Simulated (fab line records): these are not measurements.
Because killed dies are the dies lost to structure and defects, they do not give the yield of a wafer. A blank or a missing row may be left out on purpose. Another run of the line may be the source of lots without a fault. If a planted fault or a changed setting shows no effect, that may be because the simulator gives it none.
Matching of chambers :: flow n5_finfet :: N5_GATE_CUT_PECVD_57 on pecvd-03 has 3 sister chambers
The step deposits SiNx from SiH4/NH3/N2, target thk 21 nm. 27 wafers are shown with their chamber, then 12 later ones without.

EACH WAFER AND ITS CHAMBER
wafer: L074.2
chamber: 1
throttle_valve_pct (%): 39.9
showerhead_plenum_p_Torr (Torr): 5.06
heater_power_w (W): 693

wafer: L074.4
chamber: 2
throttle_valve_pct (%): 38.1
showerhead_plenum_p_Torr (Torr): 5.25
heater_power_w (W): 847

wafer: L074.5
chamber: 1
throttle_valve_pct (%): 40.1
showerhead_plenum_p_Torr (Torr): 5.06
heater_power_w (W): 710

wafer: L075.1
chamber: 1
throttle_valve_pct (%): 39.8
showerhead_plenum_p_Torr (Torr): 5.07
heater_power_w (W): 696

wafer: L075.2
chamber: 0
throttle_valve_pct (%): 43.9
showerhead_plenum_p_Torr (Torr): 5.05
heater_power_w (W): 780

wafer: L075.5
chamber: 1
throttle_valve_pct (%): 40.0
showerhead_plenum_p_Torr (Torr): 5.07
heater_power_w (W): 681

wafer: L077.2
chamber: 1
throttle_valve_pct (%): 40.3
showerhead_plenum_p_Torr (Torr): 5.06
heater_power_w (W): 717

wafer: L077.3
chamber: 0
throttle_valve_pct (%): 44.0
showerhead_plenum_p_Torr (Torr): 5.06
heater_power_w (W): 834

wafer: L077.4
chamber: 1
throttle_valve_pct (%): 40.1
showerhead_plenum_p_Torr (Torr): 5.06
heater_power_w (W): 709

wafer: L078.2
chamber: 2
throttle_valve_pct (%): 38.1
showerhead_plenum_p_Torr (Torr): 5.26
heater_power_w (W): 764

wafer: L078.3
chamber: 0
throttle_valve_pct (%): 44.2
showerhead_plenum_p_Torr (Torr): 5.06
heater_power_w (W): 678

wafer: L078.4
chamber: 2
throttle_valve_pct (%): 37.7
showerhead_plenum_p_Torr (Torr): 5.25
heater_power_w (W): 741

wafer: L081.3
chamber: 0
throttle_valve_pct (%): 44.2
showerhead_plenum_p_Torr (Torr): 5.05
heater_power_w (W): 825

wafer: L081.4
chamber: 0
throttle_valve_pct (%): 44.4
showerhead_plenum_p_Torr (Torr): 5.07
heater_power_w (W): 828

wafer: L081.6
chamber: 2
throttle_valve_pct (%): 38.1
showerhead_plenum_p_Torr (Torr): 5.25
heater_power_w (W): 781

wafer: L083.2
chamber: 2
throttle_valve_pct (%): 38.1
showerhead_plenum_p_Torr (Torr): 5.25
heater_power_w (W): 842

wafer: L083.5
chamber: 1
throttle_valve_pct (%): 40.2
showerhead_plenum_p_Torr (Torr): 5.05
heater_power_w (W): 669

wafer: L083.6
chamber: 2
throttle_valve_pct (%): 38.2
showerhead_plenum_p_Torr (Torr): 5.24
heater_power_w (W): 824

wafer: L088.2
chamber: 0
throttle_valve_pct (%): 44.1
showerhead_plenum_p_Torr (Torr): 5.05
heater_power_w (W): 815

wafer: L088.5
chamber: 0
throttle_valve_pct (%): 44.2
showerhead_plenum_p_Torr (Torr): 5.05
heater_power_w (W): 830

wafer: L088.6
chamber: 2
throttle_valve_pct (%): 38.4
showerhead_plenum_p_Torr (Torr): 5.25
heater_power_w (W): 761

wafer: L087.1
chamber: 2
throttle_valve_pct (%): 38.6
showerhead_plenum_p_Torr (Torr): 5.25
heater_power_w (W): 787

wafer: L087.2
chamber: 0
throttle_valve_pct (%): 44.1
showerhead_plenum_p_Torr (Torr): 5.05
heater_power_w (W): 770

wafer: L087.4
chamber: 2
throttle_valve_pct (%): 38.3
showerhead_plenum_p_Torr (Torr): 5.25
heater_power_w (W): 780

wafer: L089.1
chamber: 0
throttle_valve_pct (%): 44.0
showerhead_plenum_p_Torr (Torr): 5.05
heater_power_w (W): 829

wafer: L089.4
chamber: 0
throttle_valve_pct (%): 44.2
showerhead_plenum_p_Torr (Torr): 5.03
heater_power_w (W): 817

wafer: L089.6
chamber: 2
throttle_valve_pct (%): 38.1
showerhead_plenum_p_Torr (Torr): 5.26
heater_power_w (W): 853

SIGNATURES (averages over the wafers above)
reading: throttle_valve_pct
chamber 0: 44.130
chamber 1: 40.057
chamber 2: 38.170
scatter within a chamber: 0.189

reading: showerhead_plenum_p_Torr
chamber 0: 5.0520
chamber 1: 5.0614
chamber 2: 5.2510
scatter within a chamber: 0.008

reading: heater_power_w
chamber 0: 800.60
chamber 1: 696.43
chamber 2: 798.00
scatter within a chamber: 39.4
Rule: distance of a wafer from a chamber = root of the sum over the readings of ((wafer's reading minus chamber's mean) / reading's scatter) squared. If the next closest chamber is less than 2 further off than the closest, the wafer can't be placed; otherwise it belongs to the closest. The scatter: the root of (the sum of the squares of (reading less its chamber's mean) over the shown wafers, divided by (wafers less chambers)).

WAFERS MISSING THEIR CHAMBER
wafer: L092.2
throttle_valve_pct (%): 38.5
showerhead_plenum_p_Torr (Torr): 5.24
heater_power_w (W): 776

wafer: L092.4
throttle_valve_pct (%): 44.4
showerhead_plenum_p_Torr (Torr): 5.05
heater_power_w (W): 819

wafer: L092.6
throttle_valve_pct (%): 38.5
showerhead_plenum_p_Torr (Torr): 5.25
heater_power_w (W): 773

wafer: L094.1
throttle_valve_pct (%): 40.1
showerhead_plenum_p_Torr (Torr): 5.06
heater_power_w (W): 724

wafer: L094.2
throttle_valve_pct (%): 44.4
showerhead_plenum_p_Torr (Torr): 5.05
heater_power_w (W): 731

wafer: L094.3
throttle_valve_pct (%): 38.8
showerhead_plenum_p_Torr (Torr): 5.23
heater_power_w (W): 844

wafer: L094.4
throttle_valve_pct (%): 44.2
showerhead_plenum_p_Torr (Torr): 5.05
heater_power_w (W): 731

wafer: L094.5
throttle_valve_pct (%): 39.8
showerhead_plenum_p_Torr (Torr): 5.05
heater_power_w (W): 727

wafer: L094.6
throttle_valve_pct (%): 38.7
showerhead_plenum_p_Torr (Torr): 5.25
heater_power_w (W): 854

wafer: L095.1
throttle_valve_pct (%): 40.0
showerhead_plenum_p_Torr (Torr): 5.06
heater_power_w (W): 678

wafer: L095.2
throttle_valve_pct (%): 38.6
showerhead_plenum_p_Torr (Torr): 5.24
heater_power_w (W): 787

wafer: L095.5
throttle_valve_pct (%): 44.2
showerhead_plenum_p_Torr (Torr): 5.05
heater_power_w (W): 819

CHAMBER TAKEN BY EACH
wafer: L092.2
from the rows above: 2
in truth: 2

wafer: L092.4
from the rows above: 0
in truth: 0

wafer: L092.6
from the rows above: 2
in truth: 2

wafer: L094.1
from the rows above: 1
in truth: 1

wafer: L094.2
from the rows above: 0
in truth: 0

wafer: L094.3
from the rows above: 2
in truth: 2

wafer: L094.4
from the rows above: 0
in truth: 0

wafer: L094.5
from the rows above: 1
in truth: 1

wafer: L094.6
from the rows above: 2
in truth: 2

wafer: L095.1
from the rows above: 1
in truth: 1

wafer: L095.2
from the rows above: 2
in truth: 2

wafer: L095.5
from the rows above: 0
in truth: 0
Placed correctly: 12 of 12. Number that these rows cannot place: 0. 0 placed wrongly.
